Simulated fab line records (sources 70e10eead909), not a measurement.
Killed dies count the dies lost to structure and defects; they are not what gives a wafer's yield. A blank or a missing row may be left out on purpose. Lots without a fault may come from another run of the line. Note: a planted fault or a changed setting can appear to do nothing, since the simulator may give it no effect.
Matching of chambers -- flow nand_harc -- cmp-03 running NHARC_P_M0_CMP_23: 4 sister chambers
The step polishes, t overpolish 20 s, target thk 117.54 nm. 8 wafers are shown with their chamber, then 6 later ones without.

## EACH WAFER AND ITS CHAMBER
wafer,chamber,motor_current_A (A),time_to_endpoint_s (s)
L075.1,3,10.9,30
L085.1,3,10.6,34
L088.1,1,13.4,26
L088.2,2,11.0,31
L089.2,1,13.1,27
L090.3,0,13.3,28
L091.1,2,10.9,31
L091.4,0,13.0,24

## WAFERS MISSING THEIR CHAMBER
wafer,motor_current_A (A),time_to_endpoint_s (s)
L093.1,13.5,29
L093.4,10.4,36
L094.1,11.5,35
L094.3,13.0,25
L095.2,13.2,32
L095.4,10.7,33

## CHAMBER TAKEN BY EACH
wafer,from the rows above,in truth
L093.1,can't be placed: 1 or 0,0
L093.4,can't be placed: 3 or 2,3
L094.1,can't be placed: 2 or 3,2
L094.3,can't be placed: 0 or 1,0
L095.2,can't be placed: 1 or 0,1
L095.4,can't be placed: 3 or 2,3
0 of 6 placed correctly. Can't be placed from these rows: 6 (the true chamber is among the candidates in 6). Number placed wrongly: 0.
How it was worked out, from the rows above alone: a wafer's distance from a chamber is the root of the sum, over the readings, of the square of ((its reading less the chamber's mean) divided by the reading's scatter). If the next closest chamber is less than 2 further off than the closest, the wafer can't be placed; otherwise it belongs to the closest. For every chamber, the mean is computed from those of its wafers that are shown. The scatter is the square root of a quotient: the sum, over the shown wafers, of each reading's squared deviation from its chamber's mean, divided by wafers minus chambers.
